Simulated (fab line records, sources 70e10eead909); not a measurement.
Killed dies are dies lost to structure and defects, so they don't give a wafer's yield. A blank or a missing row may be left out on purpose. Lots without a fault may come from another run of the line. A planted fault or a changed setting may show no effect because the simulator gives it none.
Which tool did it? | flow nand_harc | 6 lots, 18 wafers sampled, at 6 steps of a route of 1159

WHAT THE GAUGES READ, wafer by wafer
NHARC_END_SORT_01.
lot  | measured     | on        | defect_limited_yield (%)
L358 | day 21 22:04 | prober-02 | 96.5 97.2 96.8

WHICH TOOL RAN EACH LOT (tool, then ch and the chambers of the sampled wafers, then the start)
lot  | NHARC_P_M1_DEP_33               | NHARC_P_M2_ETCH_28                           | NHARC_P_M2_PVD_21                       | NHARC_P_M2_ECD_22              | NHARC_P_M2_CMP_23
L352 | pecvd-04 ch 0,1,2, day 6 23:19  | rie_diel-06 ch 1,2, day 7 02:22 or earlier   | pvd_sputter-03, day 7 02:22 or earlier  | ecd_cu-02 ch 0,1, day 7 02:22  | cmp-03 ch 2,3, day 7 03:04
L354 | pecvd-04 ch 0,1,2, day 7 17:50  | rie_diel-03 ch 0,1,2, day 7 20:46 or earlier | pvd_sputter-03, day 7 20:46 or earlier  | ecd_cu-01 ch 0,1, day 7 20:46  | cmp-03 ch 0,2,3, day 7 21:30
L358 | pecvd-04 ch 0,2, day 8 12:34    | rie_diel-06 ch 0,1,2, day 8 15:36 or earlier | pvd_sputter-01, day 8 15:36 or earlier  | ecd_cu-01 ch 0,1, day 8 15:36  | cmp-03 ch 0,1,3, day 8 16:29
L363 | pecvd-04 ch 0,1,2, day 10 09:19 | rie_diel-06 ch 0,2, day 10 12:11 or earlier  | pvd_sputter-02, day 10 12:11 or earlier | ecd_cu-02 ch 0,1, day 10 12:11 | cmp-02 ch 0,2, day 10 12:56
L364 | pecvd-03 ch 0,1, day 10 10:04   | rie_diel-06 ch 0,3, day 10 13:14 or earlier  | pvd_sputter-01, day 10 13:14 or earlier | ecd_cu-01 ch 0,1, day 10 13:14 | cmp-02 ch 2,3, day 10 13:56
L369 | pecvd-04 ch 0,2, day 11 05:58   | rie_diel-03 ch 0,2, day 11 08:51 or earlier  | pvd_sputter-01, day 11 08:51 or earlier | ecd_cu-02 ch 0,1, day 11 08:51 | cmp-02 ch 0,3, day 11 09:34
- NHARC_P_M1_DEP_33: deposits SiCN, target thk 30 nm.
- NHARC_P_M2_ETCH_28: etches the open film in CF4/N2, target depth 30 nm, time 72.99 s.
- NHARC_P_M2_PVD_21: deposits Cu, target thk 30 nm, time 20.49 s.
- NHARC_P_M2_ECD_22: material Cu, target thk 400 nm.
- NHARC_P_M2_CMP_23: polishes, t overpolish 20 s, target thk 144.3 nm.

THE ANSWER, worked out from the rows above alone
Rule: what is usual is taken from the lots themselves. Put in order of their means at a reading, lots are off if they are a third of the lots or fewer, leave a main group of 4 or more, and stand apart from it by a gap of 3 or more times the standard deviation of the main group's means; of several such gaps the widest counts. A main group whose means are all the same, to the digits that the tables above print for the reading, isn't used. A lot without any number at a reading at which 4 lots or more have one is off too. The other lots that the step has rows for count as sound.
No lot is off at any reading shown: from this, nothing can be told.

WHAT THE SIMULATOR HAD PUT IN
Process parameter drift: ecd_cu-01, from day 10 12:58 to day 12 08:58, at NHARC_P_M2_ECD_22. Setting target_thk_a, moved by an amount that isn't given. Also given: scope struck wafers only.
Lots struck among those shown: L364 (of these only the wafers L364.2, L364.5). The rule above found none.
